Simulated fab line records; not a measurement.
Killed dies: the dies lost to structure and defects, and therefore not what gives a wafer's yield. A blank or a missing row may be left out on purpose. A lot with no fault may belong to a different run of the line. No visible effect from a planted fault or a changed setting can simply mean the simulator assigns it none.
A single fault, viewed from 2 desks -- flow n5-finfet -- each desk holds nothing but its own numbers, with what lay behind them at the end

## AT THE METROLOGY DESK
Means of the sampled wafers that have a number, per lot and without regard to the tool the lot ran on: this is what the gauges read. Marked OUT: a lot whose mean sits more than 4 standard deviations from the usual mean, which makes it out of limits; the brackets give that distance.
Columns: A = cd-nm at N5_PMOS_HMC_CHANNEL_EPI_CD_MEAS_09, usual 238.3 nm; B = thk-nm at N5_FIN_SAQP_THK_MEAS_07, usual 60.0 nm
lot,first seen here,A,B
L994,day 2 00:02,239.1,60.5
L995,day 2 05:01,238.2,59.2
L996,day 2 11:45,239.2,60.9
L997,day 2 17:16,238.2,60.5
L102,day 4 01:38,238.6,60.6
L103,day 4 05:20,238.1,60.4
L104,day 4 11:26,238.1,60.1
L105,day 4 17:02,238.9,60.8
L106,day 4 23:13,237.6,60.6
L107,day 5 05:52,238.7,59.7
L116,day 7 11:25,341.4 (+99 or more) OUT,59.7
Finding of this desk: L116 out of limits; the first was L116 at day 7 11:25, on cd-nm at N5_PMOS_HMC_CHANNEL_EPI_CD_MEAS_09. Within limits: L994, L995, L996, L997, L102, L103, L104, L105, L106, L107.

## AT THE TOOL OWNER'S DESK: arfi-scanner-01
The tool's own readings at N5_PMOS_HMC_CHANNEL_EPI_EXPOSE_06 (exposes mask PMOS HMC BLK, target cd 240 nm): means of the sampled wafers that have a number, for each lot that ran on this tool. Marked OUT: a lot whose mean sits more than 4 standard deviations from the usual mean, which makes it out of limits; the brackets give that distance.
Columns: A = exposure-dose-mJ-cm2 at N5_PMOS_HMC_CHANNEL_EPI_EXPOSE_06, usual 40.97; B = stage-vel-mm-s at N5_PMOS_HMC_CHANNEL_EPI_EXPOSE_06, usual 499.98 mm/s
lot,first seen here,A,B
L104,day 4 11:19,40.98,499.77
L105,day 4 16:55,40.97,499.86
L107,day 5 05:44,41.00,500.10
L116,day 7 11:18,36.89 (-93) OUT,500.06
Finding of this desk: L116 out of limits; the first was L116 at day 7 11:18, on exposure-dose-mJ-cm2 at N5_PMOS_HMC_CHANNEL_EPI_EXPOSE_06. Within limits: L104, L105, L107.

## BROUGHT TOGETHER
The tool owner's desk had the chance to raise an alarm at day 7 11:18 on L116.
On L116, the metrology desk was in a position to raise an alarm at day 7 11:25.
Every lot named ran N5_PMOS_HMC_CHANNEL_EPI_EXPOSE_06 on arfi-scanner-01.

## WHAT HAD BEEN PUT IN BY THE SIMULATOR
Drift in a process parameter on arfi-scanner-01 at N5_PMOS_HMC_CHANNEL_EPI_EXPOSE_06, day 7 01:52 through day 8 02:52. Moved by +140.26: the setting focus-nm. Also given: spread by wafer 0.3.
Lots struck among those shown: L116.
Fault start to first reading out of limits, in hours, per desk: tool owner, 9; metrology, 10.
